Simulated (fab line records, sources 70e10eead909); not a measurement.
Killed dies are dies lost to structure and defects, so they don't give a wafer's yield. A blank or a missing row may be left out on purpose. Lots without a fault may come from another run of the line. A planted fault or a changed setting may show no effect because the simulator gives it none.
A struck lot beside a sound one | flow nand_harc | 17 steps out of a route of 1302
Sound: wafers L186.2, L186.4, L186.5. Struck: wafer L196.5. (L196.1, L196.6 of the same lot were not struck and are left out.) The cause comes at the end.
At each step with rows: each side's tool, then ch and its chambers, then its first start. Under that, the readings that differ: sound wafers | struck wafers | difference of the means | sigmas: that difference in standard deviations of wafers without a fault.
alike: readings whose means differ by less than 2 such deviations, and words and numbers that are the same on both sides. not compared: withheld readings, readings that some wafer has no value for, bounds like >300 that may hide the same value, and numbers for which the record gives no deviation and whose values overlap.
The two part at a step that has a row with sigmas, a row that says differs or no value, or rows on one side only. Numbers that don't overlap but have no deviation are shown without sigmas and don't part them. A reading that every wafer of one side lacks parts them only if that side has two wafers or more.

NHARC_P_M1_INSPECT_11:
  sound on defect_inspect-02, day 8 17:43; struck on defect_inspect-01, day 13 05:47
  alike: raw_defect_count
NHARC_P_M1_DESCUM_14: chemistry O2, time 3 s.
  sound on rie_diel-10 ch 0,1, day 8 17:46; struck on rie_diel-06 ch 3, day 13 05:51
  reading                         | sound             | struck | difference | sigmas
  oes_product_au (a.u.)           | 1.007 1.003 1.003 | 0.981  | -0.023     | -2
  showerhead_plenum_p_Torr (Torr) | 1.98 2.01 2.01    | 1.81   | -0.19      | -3
  alike: drypump_motor_current_A, rf_vpp_V, throttle_valve_pct
  not compared: rf_hours_counter_h
then, 2 steps without rows for these wafers: NHARC_P_M1_ETCH_35 (etches the open film in N2/H2, target depth 40 nm, overetch 12 nm, time 43.94 s); NHARC_P_M1_ETCH_15 (etches the open film in C4F8/Ar, target depth 182.5 nm, time 91.2 s).
NHARC_P_M1_CD_MEAS_16:
  sound on cd_sem-03, day 8 18:04; struck on cd_sem-02, day 13 06:09
  alike: cd_nm
then, 1 step without rows for these wafers: NHARC_P_M1_STRIP_18 (strips in N2/H2).
NHARC_P_M1_ETCH_28: etches the open film in CF4/N2, target depth 30 nm, time 72.99 s.
  sound on rie_diel-10 ch 0,1,2; struck on rie_diel-10 ch 1
  alike: drypump_motor_current_A, oes_product_au, rf_vpp_V, showerhead_plenum_p_Torr, throttle_valve_pct
  not compared: rf_hours_counter_h
then, 2 steps without rows for these wafers: NHARC_P_M1_STRIP_19 (strips in post etch residue remover, time 600 s); NHARC_P_M1_DEGAS_29 (time 60 s).
NHARC_P_M1_PRE_CLEAN_30: time 30 s.
  sound on pvd_sputter-03; struck on pvd_sputter-01
  alike: heater_power_w
then, 1 step without rows for these wafers: NHARC_P_M1_PVD_20 (deposits TaN, target thk 5 nm, time 8.06 s).
NHARC_P_M1_PVD_21: deposits Cu, target thk 30 nm, time 20.49 s.
  sound on pvd_sputter-03; struck on pvd_sputter-01
  alike: throttle_valve_pct
NHARC_P_M1_ECD_22: material Cu, target thk 400 nm.
  sound on ecd_cu-01 ch 0,1, day 8 19:09; struck on ecd_cu-01 ch 0,1, day 13 07:14
NHARC_P_M1_ANNEAL_31: time 90 s.
  sound on rtp_anneal-02 ch 0, day 8 19:35; struck on rtp_anneal-01 ch 0, day 13 07:36
  alike: wafer_temp_C_max
NHARC_P_M1_CMP_23: polishes, t overpolish 20 s, target thk 157.82 nm.
  sound on cmp-03 ch 1,3, day 8 19:52; struck on cmp-03 ch 1, day 13 08:02
  reading                | sound             | struck | difference | sigmas
  slurry_flow_ml_min     | 151.0 149.6 149.5 | 151.4  | +1.4       | +3
  time_to_endpoint_s (s) | 28 27 28          | 14     | -14        | -4
  alike: motor_current_A
NHARC_P_M1_THK_MEAS_24: measures by xrf.
  sound on film_metro-01, day 8 20:11; struck on film_metro-02, day 13 08:16
  alike: thk_nm
-- the record jumps here: 18 days lie between the struck wafers' starts before and after (it left off in module P_M1 and takes up again in module END, whose first step shown is number 1302 of the route) --
NHARC_END_SORT_01:
  sound on prober-01 ch 0, day 27 07:58; struck on prober-02 ch 0, day 31 09:58
  alike: defect_limited_yield, killed_at_array, killed_at_other, killed_at_periphery, killed_dies, killed_open, killed_short, sort_bin_2_pct, sort_bin_3_pct, sort_bin_4_pct, sort_n_pass, sort_rim_yield_pct, sort_yield_pct

WHERE THEY PART
First at NHARC_P_M1_DESCUM_14; last, within this record, at NHARC_P_M1_CMP_23. Later steps at which nothing parts them and some readings are alike: NHARC_P_M1_THK_MEAS_24, NHARC_END_SORT_01.

WHY: what the simulator had put in
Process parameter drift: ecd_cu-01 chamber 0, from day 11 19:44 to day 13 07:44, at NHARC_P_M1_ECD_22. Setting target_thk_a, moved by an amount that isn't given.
